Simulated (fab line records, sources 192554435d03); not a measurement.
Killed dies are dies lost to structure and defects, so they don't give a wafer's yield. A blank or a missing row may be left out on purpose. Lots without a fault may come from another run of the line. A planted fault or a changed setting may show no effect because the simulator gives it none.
Split-lot experiment | flow n5_finfet | 7 lots, 21 wafers read, on a route of 1938 steps

THE SPLIT
At N5_BEOL_M7_PECVD_70 (deposits SiO2 from TEOS/O2, target thk 20 nm, time 22.7 s), the setting time_s was moved away from the recipe's 22.7 s on 4 of the 21 wafers read, by -12.5% to +9.4%. The other wafers ran this setting at the recipe's value.

The reading is taken at the split's own step.

THE READING
SiO2_of_BEOL_M7_PECVD_70.thk_nm (the simulator's own value, which no gauge read), in nm, at N5_BEOL_M7_PECVD_70 (deposits SiO2 from TEOS/O2, target thk 20 nm, time 22.7 s). The file gives no usual value for it. The 17 wafers here that ran the recipe average 19.9 nm, standard deviation 0.31 nm.

wafer  | tool, chamber at the split | time_s as run, s | against the recipe | SiO2_of_BEOL_M7_PECVD_70.thk_nm, nm | against lot-mates on the recipe
L077.1 | pecvd-02, 0                | 22.7             | recipe             | 19.8                                | -
L077.2 | pecvd-02, 2                | 22.7             | recipe             | 19.6                                | -
L077.3 | pecvd-02, 1                | 22.7             | recipe             | 19.4                                | -
L082.2 | pecvd-04, 2                | 22.7             | recipe             | 19.4                                | -
L082.3 | pecvd-04, 0                | 19.86            | -12.5%             | 17                                  | -2.4
L082.6 | pecvd-04, 1                | 19.86            | -12.5%             | 17.4                                | -2.0
L084.3 | pecvd-02, 0                | 22.7             | recipe             | 19.6                                | -
L084.5 | pecvd-02, 1                | 22.7             | recipe             | 20.2                                | -
L084.6 | pecvd-02, 0                | 22.7             | recipe             | 20.4                                | -
L085.1 | pecvd-03, 1                | 22.7             | recipe             | 19.8                                | -
L085.5 | pecvd-03, 1                | 22.7             | recipe             | 19.8                                | -
L085.6 | pecvd-03, 1                | 22.7             | recipe             | 20                                  | -
L087.2 | pecvd-04, 1                | 22.7             | recipe             | 20                                  | -
L087.3 | pecvd-04, 0                | 21.52            | -5.2%              | 18.8                                | -1.4
L087.6 | pecvd-04, 0                | 22.7             | recipe             | 20.4                                | -
L089.2 | pecvd-03, 2                | 22.7             | recipe             | 19.8                                | -
L089.5 | pecvd-03, 2                | 22.7             | recipe             | 20.2                                | -
L089.6 | pecvd-03, 0                | 24.83            | +9.4%              | 21.8                                | +1.8
L093.2 | pecvd-03, 0                | 22.7             | recipe             | 19.8                                | -
L093.3 | pecvd-03, 2                | 22.7             | recipe             | 19.6                                | -
L093.6 | pecvd-03, 0                | 22.7             | recipe             | 20.2                                | -

THE FIT
A straight line over all 21 wafers: SiO2_of_BEOL_M7_PECVD_70.thk_nm changes by +0.212 nm for each +1% of time_s; r = +0.96; the points scatter about the line by 0.3 nm.
The same after taking each lot's own level away (the mean of its wafers on the recipe; 21 wafers): +0.185 nm for each +1%; r = +0.96; scatter 0.24 nm.
On that fit, the largest move of time_s shifts the reading by 2.3 nm.
The lots' own levels span 19.40 to 20.20 nm, that is 2.6 times the standard deviation above.
So the lot-to-lot level changes the slope: the two fits differ.
Check: with one of the wafers moved furthest among these (-12.5%) left out of the fit, the line predicts -2.27 nm for it against its lot-mates. It came out at -2.4 nm against them.

OTHER SPLITS ON THESE WAFERS
These wafers also went through other splits before the reading. Each is held against what the fit with the lots' levels taken away leaves over:
other split on the same wafers | wafers away from the commonest value | r with SiO2_of_BEOL_M7_PECVD_70.thk_nm (lot level and that fit taken away)
N5_BEOL_M5_COAT_66 spin_rpm    | 6                                    | +0.22
N5_BEOL_M7_ILD_DEP_00 time_s   | 13                                   | +0.05

THE FILE'S OWN FIT
SiO2_of_BEOL_M7_PECVD_70.thk_nm changes by +0.19 nm for each +1% of time_s, r = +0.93.
